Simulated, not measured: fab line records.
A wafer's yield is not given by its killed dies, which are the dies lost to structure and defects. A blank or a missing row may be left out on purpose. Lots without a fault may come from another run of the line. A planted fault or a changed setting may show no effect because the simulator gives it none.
Which tool is to blame? :: flow n5_finfet :: 11 lots, 33 wafers sampled, at 3 steps of a route of 1938

== WHAT THE GAUGES SHOWED, per wafer ==
N5_PASSIVATION_CD_MEAS_44: target cd 40000 nm.
lot: L142
measured: day 12 12:20
on: cd_sem-03
cd_nm (nm): 40003 40002 40003

lot: L144
measured: day 12 20:35
on: cd_sem-02
cd_nm (nm): 39999 39998 39995

lot: L148
measured: day 13 08:48
on: cd_sem-01
cd_nm (nm): 40001 39999 39997

lot: L151
measured: day 14 20:39
on: cd_sem-01
cd_nm (nm): 39996 40001 39997

lot: L154
measured: day 15 07:27
on: cd_sem-03
cd_nm (nm): 39998 39999 39999

lot: L156
measured: day 15 12:09
on: cd_sem-01
cd_nm (nm): 40000 40000 40001

lot: L157
measured: day 15 22:32
on: cd_sem-02
cd_nm (nm): 40000 39998 40002

lot: L158
measured: day 15 21:52
on: cd_sem-01
cd_nm (nm): 40001 40000 39996

lot: L159
measured: day 16 08:35
on: cd_sem-03
cd_nm (nm): 40002 39998 39999

lot: L163
measured: day 17 22:53
on: cd_sem-03
cd_nm (nm): 39995 39996 40000

lot: L164
measured: day 18 01:45
on: cd_sem-03
cd_nm (nm): 40000 39999 39996

== EACH LOT AND THE TOOL THAT RAN IT (in order: tool; ch and the chambers of the sampled wafers; start) ==
lot: L142
N5_MOL_CONTACT_COAG_ETCH_66: rie_diel-04 ch 1,3, day 5 13:23
N5_PASSIVATION_DESCUM_12: rie_diel-03 ch 0,1,2, day 12 07:17

lot: L144
N5_MOL_CONTACT_COAG_ETCH_66: rie_diel-02 ch 1,2,3, day 5 20:10
N5_PASSIVATION_DESCUM_12: rie_diel-03 ch 2,3, day 12 16:38

lot: L148
N5_MOL_CONTACT_COAG_ETCH_66: rie_diel-02 ch 1,3, day 6 19:40
N5_PASSIVATION_DESCUM_12: rie_diel-03 ch 0,2,3, day 13 04:10

lot: L151
N5_MOL_CONTACT_COAG_ETCH_66: rie_diel-04 ch 0,3, day 7 16:06
N5_PASSIVATION_DESCUM_12: rie_diel-01 ch 0,2, day 14 17:13

lot: L154
N5_MOL_CONTACT_COAG_ETCH_66: rie_diel-05 ch 1,3, day 8 11:16
N5_PASSIVATION_DESCUM_12: rie_diel-01 ch 0,2,3, day 15 04:29

lot: L156
N5_MOL_CONTACT_COAG_ETCH_66: rie_diel-05 ch 0,2, day 9 02:34
N5_PASSIVATION_DESCUM_12: rie_diel-03 ch 1,2, day 15 08:25

lot: L157
N5_MOL_CONTACT_COAG_ETCH_66: rie_diel-05 ch 0,1,3, day 9 05:00
N5_PASSIVATION_DESCUM_12: rie_diel-03 ch 0,1, day 15 19:10

lot: L158
N5_MOL_CONTACT_COAG_ETCH_66: rie_diel-02 ch 1,2, day 9 11:16
N5_PASSIVATION_DESCUM_12: rie_diel-03 ch 0,3, day 15 18:39

lot: L159
N5_MOL_CONTACT_COAG_ETCH_66: rie_diel-02 ch 1,3, day 9 19:19
N5_PASSIVATION_DESCUM_12: rie_diel-03 ch 0,1,3, day 16 04:51

lot: L163
N5_MOL_CONTACT_COAG_ETCH_66: rie_diel-02 ch 1,3, day 10 13:13
N5_PASSIVATION_DESCUM_12: rie_diel-01 ch 0,1,2, day 17 17:55

lot: L164
N5_MOL_CONTACT_COAG_ETCH_66: rie_diel-02 ch 0,3, day 11 00:50
N5_PASSIVATION_DESCUM_12: rie_diel-01 ch 0,2,3, day 17 20:45
- N5_MOL_CONTACT_COAG_ETCH_66: etches SiARC in CF4, target depth 13 nm, time 21.7 s.
- N5_PASSIVATION_DESCUM_12: chemistry O2, time 7.9 s.

== THE ANSWER, worked out from the rows above alone ==
Rule: what is usual is taken from the lots themselves. Put in order of their means at a reading, lots are off if they are a third of the lots or fewer, leave a main group of 4 or more, and stand apart from it by a gap of 3 or more times the standard deviation of the main group's means; of several such gaps the widest counts. The tables above print the reading to a certain number of digits; a main group whose means all agree to those digits is not used. A lot without any number at a reading at which 4 lots or more have one is off too. Any other lot the step has rows for is counted as sound.
Across all readings shown, no lot is off: no conclusion can be drawn from this.

== WHAT WAS PUT IN BY THE SIMULATOR ==
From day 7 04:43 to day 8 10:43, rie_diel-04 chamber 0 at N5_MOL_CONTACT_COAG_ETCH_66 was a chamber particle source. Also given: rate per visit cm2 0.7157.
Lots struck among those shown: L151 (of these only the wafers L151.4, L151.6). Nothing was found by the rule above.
